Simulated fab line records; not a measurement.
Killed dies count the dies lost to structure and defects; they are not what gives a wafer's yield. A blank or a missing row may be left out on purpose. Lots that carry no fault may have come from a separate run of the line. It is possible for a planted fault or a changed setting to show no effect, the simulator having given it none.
The tool behind it: which one? || flow n5_finfet || 8 lots, 24 wafers sampled, at 5 steps of a route of 1938

WHAT THE GAUGES SHOWED, per wafer
N5_BEOL_M4_RC_MEAS_101. Usual: DIBL_N 36.1 mV/V, standard deviation 1.9; DIBL_P 36.4 mV/V, standard deviation 2.5; IOFF_N 0.16 nA/um, standard deviation 0.036; IOFF_N_85C 3.1 nA/um, standard deviation 0.56; IOFF_N_LIN 0.074 nA/um, standard deviation 0.013; IOFF_P 0.22 nA/um, standard deviation 0.038; IOFF_P_85C 3.7 nA/um, standard deviation 0.56; IOFF_P_LIN 0.101 nA/um, standard deviation 0.014; ION_N 672 uA/um, standard deviation 11; ION_P 462 uA/um, standard deviation 8; REXT_N 75.1 ohm.um, standard deviation 1.8; REXT_P 100.5 ohm.um, standard deviation 2.3; SS_N 71.6 mV/dec, standard deviation 0.68; SS_P 73.3 mV/dec, standard deviation 0.77; VT_N 250 mV, standard deviation 3.3; VT_N_LVT 99 mV, standard deviation 3.3; VT_P -250 mV, standard deviation 3.6.
{"lot": "L837", "measured": "day 9 03:11", "on": "prober-02", "DIBL_N (mV/V)": "36.0 37.3 34.0", "DIBL_P (mV/V)": "37.4 39.0 34.3", "IOFF_N (nA/um)": "0.15 0.18 0.12", "IOFF_N_85C (nA/um)": "2.9 3.4 2.4", "IOFF_N_LIN (nA/um)": "0.070 0.080 0.058", "IOFF_P (nA/um)": "0.20 0.24 0.16", "IOFF_P_85C (nA/um)": "3.6 4.2 3.0", "IOFF_P_LIN (nA/um)": "0.100 0.114 0.085", "ION_N (uA/um)": "672 677 667", "ION_P (uA/um)": "462 466 459", "REXT_N (ohm.um)": "76.8 75.4 74.8", "REXT_P (ohm.um)": "101.8 99.6 100.0", "SS_N (mV/dec)": "71.8 72.3 70.9", "SS_P (mV/dec)": "72.7 73.0 72.2", "VT_N (mV)": "253 248 255", "VT_N_LVT (mV)": "99 97 102", "VT_P (mV)": "-249 -245 -253", "flag": ""}
{"lot": "L838", "measured": "day 9 06:34", "on": "prober-02", "DIBL_N (mV/V)": "35.8 37.0 36.3", "DIBL_P (mV/V)": "34.5 37.0 37.3", "IOFF_N (nA/um)": "0.14 0.16 0.16", "IOFF_N_85C (nA/um)": "2.8 3.1 3.0", "IOFF_N_LIN (nA/um)": "0.067 0.074 0.074", "IOFF_P (nA/um)": "0.20 0.23 0.24", "IOFF_P_85C (nA/um)": "3.4 3.9 4.0", "IOFF_P_LIN (nA/um)": "0.095 0.107 0.109", "ION_N (uA/um)": "664 664 679", "ION_P (uA/um)": "457 454 465", "REXT_N (ohm.um)": "76.9 76.3 76.4", "REXT_P (ohm.um)": "101.4 101.0 99.9", "SS_N (mV/dec)": "70.9 72.2 71.7", "SS_P (mV/dec)": "72.5 74.0 73.3", "VT_N (mV)": "252 251 249", "VT_N_LVT (mV)": "100 100 99", "VT_P (mV)": "-250 -248 -247", "flag": ""}
{"lot": "L847", "measured": "day 12 13:55", "on": "prober-02", "DIBL_N (mV/V)": "57.6 48.6 49.9", "DIBL_P (mV/V)": "44.5 39.4 40.5", "IOFF_N (nA/um)": "2.10 0.66 0.71", "IOFF_N_85C (nA/um)": "26.5 10.0 10.5", "IOFF_N_LIN (nA/um)": "0.295 0.186 0.201", "IOFF_P (nA/um)": "0.46 0.31 0.32", "IOFF_P_85C (nA/um)": "6.9 5.0 5.2", "IOFF_P_LIN (nA/um)": "0.175 0.135 0.138", "ION_N (uA/um)": "763 738 734", "ION_P (uA/um)": "486 475 475", "REXT_N (ohm.um)": "65.7 66.3 66.6", "REXT_P (ohm.um)": "94.9 94.5 96.0", "SS_N (mV/dec)": "84.9 75.9 75.8", "SS_P (mV/dec)": "75.2 73.5 74.2", "VT_N (mV)": "227 234 233", "VT_N_LVT (mV)": "75 81 80", "VT_P (mV)": "-239 -244 -244", "flag": "OFF"}
{"lot": "L848", "measured": "day 11 18:03", "on": "prober-01", "DIBL_N (mV/V)": "50.3 49.4 50.1", "DIBL_P (mV/V)": "43.3 39.5 42.9", "IOFF_N (nA/um)": "0.60 0.52 0.60", "IOFF_N_85C (nA/um)": "9.7 8.5 9.6", "IOFF_N_LIN (nA/um)": "0.197 0.161 0.211", "IOFF_P (nA/um)": "0.43 0.33 0.40", "IOFF_P_85C (nA/um)": "6.6 5.2 6.2", "IOFF_P_LIN (nA/um)": "0.173 0.143 0.168", "ION_N (uA/um)": "740 734 761", "ION_P (uA/um)": "481 478 493", "REXT_N (ohm.um)": "66.1 65.3 64.6", "REXT_P (ohm.um)": "90.6 92.3 91.0", "SS_N (mV/dec)": "75.3 76.1 74.7", "SS_P (mV/dec)": "75.3 74.5 74.7", "VT_N (mV)": "233 234 230", "VT_N_LVT (mV)": "81 85 80", "VT_P (mV)": "-239 -242 -238", "flag": "OFF"}
{"lot": "L850", "measured": "day 12 23:53", "on": "prober-02", "DIBL_N (mV/V)": "32.7 35.0 34.2", "DIBL_P (mV/V)": "33.9 36.7 36.0", "IOFF_N (nA/um)": "0.12 0.13 0.14", "IOFF_N_85C (nA/um)": "2.4 2.7 2.8", "IOFF_N_LIN (nA/um)": "0.057 0.064 0.067", "IOFF_P (nA/um)": "0.17 0.19 0.18", "IOFF_P_85C (nA/um)": "3.0 3.4 3.3", "IOFF_P_LIN (nA/um)": "0.083 0.092 0.089", "ION_N (uA/um)": "649 659 674", "ION_P (uA/um)": "456 456 461", "REXT_N (ohm.um)": "77.5 78.2 76.3", "REXT_P (ohm.um)": "99.4 100.4 99.4", "SS_N (mV/dec)": "71.4 71.4 71.5", "SS_P (mV/dec)": "72.4 72.8 73.4", "VT_N (mV)": "253 255 252", "VT_N_LVT (mV)": "102 102 99", "VT_P (mV)": "-253 -253 -254", "flag": ""}
{"lot": "L851", "measured": "day 13 00:07", "on": "prober-01", "DIBL_N (mV/V)": "34.9 35.8 37.4", "DIBL_P (mV/V)": "33.6 32.5 36.1", "IOFF_N (nA/um)": "0.13 0.14 0.16", "IOFF_N_85C (nA/um)": "2.6 2.8 3.1", "IOFF_N_LIN (nA/um)": "0.061 0.064 0.073", "IOFF_P (nA/um)": "0.24 0.22 0.30", "IOFF_P_85C (nA/um)": "4.1 3.8 4.8", "IOFF_P_LIN (nA/um)": "0.120 0.114 0.138", "ION_N (uA/um)": "663 660 672", "ION_P (uA/um)": "472 463 474", "REXT_N (ohm.um)": "74.2 72.9 72.6", "REXT_P (ohm.um)": "95.6 96.2 94.5", "SS_N (mV/dec)": "70.4 70.8 71.4", "SS_P (mV/dec)": "72.7 73.4 73.4", "VT_N (mV)": "251 250 252", "VT_N_LVT (mV)": "104 101 99", "VT_P (mV)": "-243 -242 -240", "flag": ""}
{"lot": "L853", "measured": "day 13 19:37", "on": "prober-02", "DIBL_N (mV/V)": "36.5 36.6 37.9", "DIBL_P (mV/V)": "35.0 35.6 36.2", "IOFF_N (nA/um)": "0.16 0.16 0.18", "IOFF_N_85C (nA/um)": "3.0 3.0 3.2", "IOFF_N_LIN (nA/um)": "0.074 0.075 0.080", "IOFF_P (nA/um)": "0.22 0.22 0.23", "IOFF_P_85C (nA/um)": "3.7 3.7 3.9", "IOFF_P_LIN (nA/um)": "0.103 0.103 0.109", "ION_N (uA/um)": "678 685 677", "ION_P (uA/um)": "466 472 468", "REXT_N (ohm.um)": "78.0 78.0 77.4", "REXT_P (ohm.um)": "98.9 99.9 98.9", "SS_N (mV/dec)": "71.7 71.8 72.0", "SS_P (mV/dec)": "72.2 73.8 72.8", "VT_N (mV)": "249 250 250", "VT_N_LVT (mV)": "98 98 97", "VT_P (mV)": "-248 -249 -248", "flag": ""}
{"lot": "L855", "measured": "day 13 21:09", "on": "prober-02", "DIBL_N (mV/V)": "36.5 37.7 34.7", "DIBL_P (mV/V)": "37.3 37.8 34.8", "IOFF_N (nA/um)": "0.16 0.18 0.13", "IOFF_N_85C (nA/um)": "3.1 3.4 2.6", "IOFF_N_LIN (nA/um)": "0.076 0.080 0.061", "IOFF_P (nA/um)": "0.22 0.22 0.18", "IOFF_P_85C (nA/um)": "3.7 3.8 3.2", "IOFF_P_LIN (nA/um)": "0.103 0.103 0.090", "ION_N (uA/um)": "675 683 659", "ION_P (uA/um)": "468 462 456", "REXT_N (ohm.um)": "75.6 75.4 74.7", "REXT_P (ohm.um)": "101.1 101.9 101.6", "SS_N (mV/dec)": "71.6 71.6 71.2", "SS_P (mV/dec)": "73.4 74.1 73.0", "VT_N (mV)": "249 251 251", "VT_N_LVT (mV)": "98 98 103", "VT_P (mV)": "-249 -251 -254", "flag": ""}

WHICH TOOL RAN EACH LOT (tool, then ch and the chambers of the sampled wafers, then the start)
{"lot": "L837", "N5_SD_EPI_P_DESCUM_14": "rie_diel-05 ch 1,2,3, day 3 13:18", "N5_SD_EPI_P_ETCH_16": "rie_diel-05 ch 1,2,3, day 3 13:55", "N5_SD_ACTIVATION_RTA_00": "rtp_anneal-01 ch 0, day 3 17:04", "N5_SD_ACTIVATION_LSA_01": "laser_anneal-01 ch 0, day 3 17:16"}
{"lot": "L838", "N5_SD_EPI_P_DESCUM_14": "rie_diel-01 ch 0,1, day 3 20:59", "N5_SD_EPI_P_ETCH_16": "rie_diel-01 ch 0,1, day 3 21:36", "N5_SD_ACTIVATION_RTA_00": "rtp_anneal-01 ch 0, day 4 01:35", "N5_SD_ACTIVATION_LSA_01": "laser_anneal-02 ch 0, day 4 01:47"}
{"lot": "L847", "N5_SD_EPI_P_DESCUM_14": "rie_diel-06 ch 0,1,3, day 6 06:17", "N5_SD_EPI_P_ETCH_16": "rie_diel-06 ch 0,1,3, day 6 06:54", "N5_SD_ACTIVATION_RTA_00": "rtp_anneal-01 ch 0, day 6 10:56", "N5_SD_ACTIVATION_LSA_01": "laser_anneal-02 ch 0, day 6 11:08"}
{"lot": "L848", "N5_SD_EPI_P_DESCUM_14": "rie_diel-05 ch 0,1,3, day 6 06:37", "N5_SD_EPI_P_ETCH_16": "rie_diel-05 ch 0,1,3, day 6 07:14", "N5_SD_ACTIVATION_RTA_00": "rtp_anneal-01 ch 0, day 6 10:26", "N5_SD_ACTIVATION_LSA_01": "laser_anneal-01 ch 0, day 6 10:38"}
{"lot": "L850", "N5_SD_EPI_P_DESCUM_14": "rie_diel-06 ch 2,3, day 6 17:46", "N5_SD_EPI_P_ETCH_16": "rie_diel-06 ch 2,3, day 6 18:23", "N5_SD_ACTIVATION_RTA_00": "rtp_anneal-02 ch 0, day 6 21:38", "N5_SD_ACTIVATION_LSA_01": "laser_anneal-02 ch 0, day 6 21:50"}
{"lot": "L851", "N5_SD_EPI_P_DESCUM_14": "rie_diel-05 ch 0,1,2, day 7 05:17", "N5_SD_EPI_P_ETCH_16": "rie_diel-05 ch 0,1,2, day 7 05:54", "N5_SD_ACTIVATION_RTA_00": "rtp_anneal-02 ch 0, day 7 09:04", "N5_SD_ACTIVATION_LSA_01": "laser_anneal-01 ch 0, day 7 09:16"}
{"lot": "L853", "N5_SD_EPI_P_DESCUM_14": "rie_diel-05 ch 0,1,2, day 7 13:45", "N5_SD_EPI_P_ETCH_16": "rie_diel-05 ch 0,1,2, day 7 14:22", "N5_SD_ACTIVATION_RTA_00": "rtp_anneal-02 ch 0, day 7 17:35", "N5_SD_ACTIVATION_LSA_01": "laser_anneal-01 ch 0, day 7 17:47"}
{"lot": "L855", "N5_SD_EPI_P_DESCUM_14": "rie_diel-01 ch 1,2,3, day 8 01:40", "N5_SD_EPI_P_ETCH_16": "rie_diel-01 ch 1,2,3, day 8 02:16", "N5_SD_ACTIVATION_RTA_00": "rtp_anneal-02 ch 0, day 8 06:16", "N5_SD_ACTIVATION_LSA_01": "laser_anneal-01 ch 0, day 8 06:28"}
- N5_SD_EPI_P_DESCUM_14: chemistry O2, time 7.9 s.
- N5_SD_EPI_P_ETCH_16: etches SiO2 in CHF3/O2, target depth 5 nm.
- N5_SD_ACTIVATION_RTA_00: time 0 s.
- N5_SD_ACTIVATION_LSA_01: time 0.0008 s.

AS READ BY THE TOOLS THEMSELVES (means over the sampled wafers that have a number; for cases with no such wafer, the mark the record gives instead)
N5_SD_EPI_P_DESCUM_14. Usual: drypump_motor_current_A 5.5 A, standard deviation 0.4; oes_product_au 0.81 a.u., standard deviation 0.097; rf_vpp_V 243.9 V, standard deviation 1.4; showerhead_plenum_p_Torr 2.14 Torr, standard deviation 0.068; throttle_valve_pct 20.28 %, standard deviation 0.22.
{"lot": "L837", "tool": "rie_diel-05", "drypump_motor_current_A (A)": 5.5, "oes_product_au (a.u.)": 0.73, "rf_vpp_V (V)": 245.3, "showerhead_plenum_p_Torr (Torr)": 2.18, "throttle_valve_pct (%)": 20.30, "flag": ""}
{"lot": "L838", "tool": "rie_diel-01", "drypump_motor_current_A (A)": 6.2, "oes_product_au (a.u.)": 0.82, "rf_vpp_V (V)": 243.7, "showerhead_plenum_p_Torr (Torr)": 2.12, "throttle_valve_pct (%)": 20.25, "flag": ""}
{"lot": "L847", "tool": "rie_diel-06", "drypump_motor_current_A (A)": 5.4, "oes_product_au (a.u.)": 0.79, "rf_vpp_V (V)": 244.2, "showerhead_plenum_p_Torr (Torr)": 2.18, "throttle_valve_pct (%)": 20.25, "flag": ""}
{"lot": "L848", "tool": "rie_diel-05", "drypump_motor_current_A (A)": 5.7, "oes_product_au (a.u.)": 0.81, "rf_vpp_V (V)": 243.6, "showerhead_plenum_p_Torr (Torr)": 2.16, "throttle_valve_pct (%)": 20.23, "flag": ""}
{"lot": "L850", "tool": "rie_diel-06", "drypump_motor_current_A (A)": 5.6, "oes_product_au (a.u.)": 0.76, "rf_vpp_V (V)": 243.5, "showerhead_plenum_p_Torr (Torr)": 2.15, "throttle_valve_pct (%)": 20.38, "flag": ""}
{"lot": "L851", "tool": "rie_diel-05", "drypump_motor_current_A (A)": 5.6, "oes_product_au (a.u.)": 0.88, "rf_vpp_V (V)": 244.9, "showerhead_plenum_p_Torr (Torr)": 2.16, "throttle_valve_pct (%)": 20.21, "flag": ""}
{"lot": "L853", "tool": "rie_diel-05", "drypump_motor_current_A (A)": 5.6, "oes_product_au (a.u.)": 0.87, "rf_vpp_V (V)": 242.9, "showerhead_plenum_p_Torr (Torr)": 2.16, "throttle_valve_pct (%)": 20.22, "flag": ""}
{"lot": "L855", "tool": "rie_diel-01", "drypump_motor_current_A (A)": 5.3, "oes_product_au (a.u.)": 0.79, "rf_vpp_V (V)": 243.0, "showerhead_plenum_p_Torr (Torr)": 2.10, "throttle_valve_pct (%)": 20.51, "flag": ""}

N5_SD_EPI_P_ETCH_16. Usual: drypump_motor_current_A 5.5 A, standard deviation 0.4; oes_product_au 0.81 a.u., standard deviation 0.097; rf_vpp_V 528 V, standard deviation 11; showerhead_plenum_p_Torr 2.46 Torr, standard deviation 0.068; throttle_valve_pct 18.78 %, standard deviation 0.25.
{"lot": "L837", "tool": "rie_diel-05", "drypump_motor_current_A (A)": 5.5, "oes_product_au (a.u.)": 0.73, "rf_vpp_V (V)": 540, "showerhead_plenum_p_Torr (Torr)": 2.49, "throttle_valve_pct (%)": 18.74, "flag": ""}
{"lot": "L838", "tool": "rie_diel-01", "drypump_motor_current_A (A)": 6.2, "oes_product_au (a.u.)": 0.82, "rf_vpp_V (V)": 524, "showerhead_plenum_p_Torr (Torr)": 2.44, "throttle_valve_pct (%)": 18.69, "flag": ""}
{"lot": "L847", "tool": "rie_diel-06", "drypump_motor_current_A (A)": 5.4, "oes_product_au (a.u.)": 0.79, "rf_vpp_V (V)": 523, "showerhead_plenum_p_Torr (Torr)": 2.51, "throttle_valve_pct (%)": 18.81, "flag": ""}
{"lot": "L848", "tool": "rie_diel-05", "drypump_motor_current_A (A)": 5.8, "oes_product_au (a.u.)": 0.81, "rf_vpp_V (V)": 529, "showerhead_plenum_p_Torr (Torr)": 2.48, "throttle_valve_pct (%)": 18.69, "flag": ""}
{"lot": "L850", "tool": "rie_diel-06", "drypump_motor_current_A (A)": 5.6, "oes_product_au (a.u.)": 0.76, "rf_vpp_V (V)": 524, "showerhead_plenum_p_Torr (Torr)": 2.49, "throttle_valve_pct (%)": 18.98, "flag": ""}
{"lot": "L851", "tool": "rie_diel-05", "drypump_motor_current_A (A)": 5.6, "oes_product_au (a.u.)": 0.87, "rf_vpp_V (V)": 535, "showerhead_plenum_p_Torr (Torr)": 2.48, "throttle_valve_pct (%)": 18.68, "flag": ""}
{"lot": "L853", "tool": "rie_diel-05", "drypump_motor_current_A (A)": 5.6, "oes_product_au (a.u.)": 0.86, "rf_vpp_V (V)": 533, "showerhead_plenum_p_Torr (Torr)": 2.48, "throttle_valve_pct (%)": 18.68, "flag": ""}
{"lot": "L855", "tool": "rie_diel-01", "drypump_motor_current_A (A)": 5.3, "oes_product_au (a.u.)": 0.80, "rf_vpp_V (V)": 526, "showerhead_plenum_p_Torr (Torr)": 2.42, "throttle_valve_pct (%)": 19.01, "flag": ""}

N5_SD_ACTIVATION_RTA_00. Usual: lamp_power_pct 8.96 %, standard deviation 0.054; lamp_zone_1_pct 8.95 %, standard deviation 0.031; lamp_zone_2_pct 8.949 %, standard deviation 0.028; lamp_zone_3_pct 8.950 %, standard deviation 0.026; lamp_zone_4_pct 8.951 %, standard deviation 0.027; lamp_zone_5_pct 8.953 %, standard deviation 0.027; lamp_zone_6_pct 8.879 %, standard deviation 0.028; lamp_zone_7_pct 9.352 %, standard deviation 0.03; wafer_temp_C_max 974.9, standard deviation 2.1.
{"lot": "L837", "tool": "rtp_anneal-01", "lamp_power_pct (%)": 8.92, "lamp_zone_1_pct (%)": 8.97, "lamp_zone_2_pct (%)": 8.944, "lamp_zone_3_pct (%)": 8.958, "lamp_zone_4_pct (%)": 8.950, "lamp_zone_5_pct (%)": 8.948, "lamp_zone_6_pct (%)": 8.850, "lamp_zone_7_pct (%)": 9.347, "wafer_temp_C_max": 974.6, "flag": ""}
{"lot": "L838", "tool": "rtp_anneal-01", "lamp_power_pct (%)": 8.96, "lamp_zone_1_pct (%)": 8.96, "lamp_zone_2_pct (%)": 8.936, "lamp_zone_3_pct (%)": 8.952, "lamp_zone_4_pct (%)": 8.951, "lamp_zone_5_pct (%)": 8.973, "lamp_zone_6_pct (%)": 8.867, "lamp_zone_7_pct (%)": 9.364, "wafer_temp_C_max": 974.4, "flag": ""}
{"lot": "L847", "tool": "rtp_anneal-01", "lamp_power_pct (%)": 9.37, "lamp_zone_1_pct (%)": 9.41, "lamp_zone_2_pct (%)": 9.332, "lamp_zone_3_pct (%)": 9.374, "lamp_zone_4_pct (%)": 9.367, "lamp_zone_5_pct (%)": 9.388, "lamp_zone_6_pct (%)": 9.281, "lamp_zone_7_pct (%)": 9.795, "wafer_temp_C_max": 974.3, "flag": "OFF"}
{"lot": "L848", "tool": "rtp_anneal-01", "lamp_power_pct (%)": 9.35, "lamp_zone_1_pct (%)": 9.38, "lamp_zone_2_pct (%)": 9.361, "lamp_zone_3_pct (%)": 9.370, "lamp_zone_4_pct (%)": 9.376, "lamp_zone_5_pct (%)": 9.368, "lamp_zone_6_pct (%)": 9.281, "lamp_zone_7_pct (%)": 9.755, "wafer_temp_C_max": 975.7, "flag": "OFF"}
{"lot": "L850", "tool": "rtp_anneal-02", "lamp_power_pct (%)": 8.98, "lamp_zone_1_pct (%)": 8.98, "lamp_zone_2_pct (%)": 8.948, "lamp_zone_3_pct (%)": 8.926, "lamp_zone_4_pct (%)": 8.955, "lamp_zone_5_pct (%)": 8.933, "lamp_zone_6_pct (%)": 8.849, "lamp_zone_7_pct (%)": 9.386, "wafer_temp_C_max": 974.5, "flag": ""}
{"lot": "L851", "tool": "rtp_anneal-02", "lamp_power_pct (%)": 8.98, "lamp_zone_1_pct (%)": 8.94, "lamp_zone_2_pct (%)": 8.944, "lamp_zone_3_pct (%)": 8.928, "lamp_zone_4_pct (%)": 8.958, "lamp_zone_5_pct (%)": 8.966, "lamp_zone_6_pct (%)": 8.840, "lamp_zone_7_pct (%)": 9.351, "wafer_temp_C_max": 975.3, "flag": ""}
{"lot": "L853", "tool": "rtp_anneal-02", "lamp_power_pct (%)": 9.00, "lamp_zone_1_pct (%)": 8.95, "lamp_zone_2_pct (%)": 8.953, "lamp_zone_3_pct (%)": 8.958, "lamp_zone_4_pct (%)": 8.968, "lamp_zone_5_pct (%)": 8.942, "lamp_zone_6_pct (%)": 8.879, "lamp_zone_7_pct (%)": 9.366, "wafer_temp_C_max": 973.9, "flag": ""}
{"lot": "L855", "tool": "rtp_anneal-02", "lamp_power_pct (%)": 8.96, "lamp_zone_1_pct (%)": 8.96, "lamp_zone_2_pct (%)": 8.983, "lamp_zone_3_pct (%)": 8.939, "lamp_zone_4_pct (%)": 8.943, "lamp_zone_5_pct (%)": 8.942, "lamp_zone_6_pct (%)": 8.872, "lamp_zone_7_pct (%)": 9.317, "wafer_temp_C_max": 973.0, "flag": ""}

N5_SD_ACTIVATION_LSA_01. Usual: wafer_temp_C_max at 1087.0, with a standard deviation of 1.6.
{"lot": "L837", "tool": "laser_anneal-01", "wafer_temp_C_max": 1087.0, "flag": ""}
{"lot": "L838", "tool": "laser_anneal-02", "wafer_temp_C_max": 1086.9, "flag": ""}
{"lot": "L847", "tool": "laser_anneal-02", "wafer_temp_C_max": 1088.1, "flag": ""}
{"lot": "L848", "tool": "laser_anneal-01", "wafer_temp_C_max": 1085.7, "flag": ""}
{"lot": "L850", "tool": "laser_anneal-02", "wafer_temp_C_max": 1090.0, "flag": ""}
{"lot": "L851", "tool": "laser_anneal-01", "wafer_temp_C_max": 1085.8, "flag": ""}
{"lot": "L853", "tool": "laser_anneal-01", "wafer_temp_C_max": 1086.7, "flag": ""}
{"lot": "L855", "tool": "laser_anneal-01", "wafer_temp_C_max": 1087.2, "flag": ""}

THE ANSWER, worked out from the rows above alone
Rule: a lot is off if the mean of its wafers that have a number lies more than 3 standard deviations from the usual mean. A lot without any number at a reading at which 4 lots or more have one is off too. Any other lot the step has rows for is counted as sound. After the gauges, taken in route order, come the tools' own readings; for these a lot's mean is taken, as printed above. The first step at which some lot is off is used, and at that step the reading that is off furthest; a lot without a number counts as furthest.
Off: at N5_BEOL_M4_RC_MEAS_101 (IOFF_N), L847, L848.
A tool fits if, at a process step before that reading, it ran every lot that is off, and no sound lot after the first of them. The gauges at N5_BEOL_M4_RC_MEAS_101 aren't tried: what is off there is off at N5_SD_ACTIVATION_RTA_00 too, on other tools, and a gauge's error can't cause that. One candidate fits, namely rtp_anneal-01 at N5_SD_ACTIVATION_RTA_00. Its last sound lot is L838 (day 4 01:35), its first lot that is off L848 (day 6 10:26): a fault that began between those two fits.
The tool's own readings at N5_SD_ACTIVATION_RTA_00 bear it out: on the lots that are off they differ by more than 5 times the standard deviation of the sound lots' means. lamp_power_pct reads 9.36 % there against 8.97 % on the sound lots; lamp_zone_1_pct reads 9.39 % there against 8.96 % on the sound lots; lamp_zone_2_pct reads 9.347 % there against 8.951 % on the sound lots; lamp_zone_3_pct reads 9.372 % there against 8.944 % on the sound lots; lamp_zone_4_pct reads 9.372 % there against 8.954 % on the sound lots; lamp_zone_5_pct reads 9.378 % there against 8.951 % on the sound lots; lamp_zone_6_pct reads 9.281 % there against 8.860 % on the sound lots; lamp_zone_7_pct reads 9.775 % there against 9.355 % on the sound lots.

WHAT HAD BEEN PUT IN BY THE SIMULATOR
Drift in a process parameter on rtp_anneal-01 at N5_SD_ACTIVATION_RTA_00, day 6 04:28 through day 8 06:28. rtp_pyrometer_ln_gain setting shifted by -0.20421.
Shown lots that were struck: L848, L847. The rule above found the same.
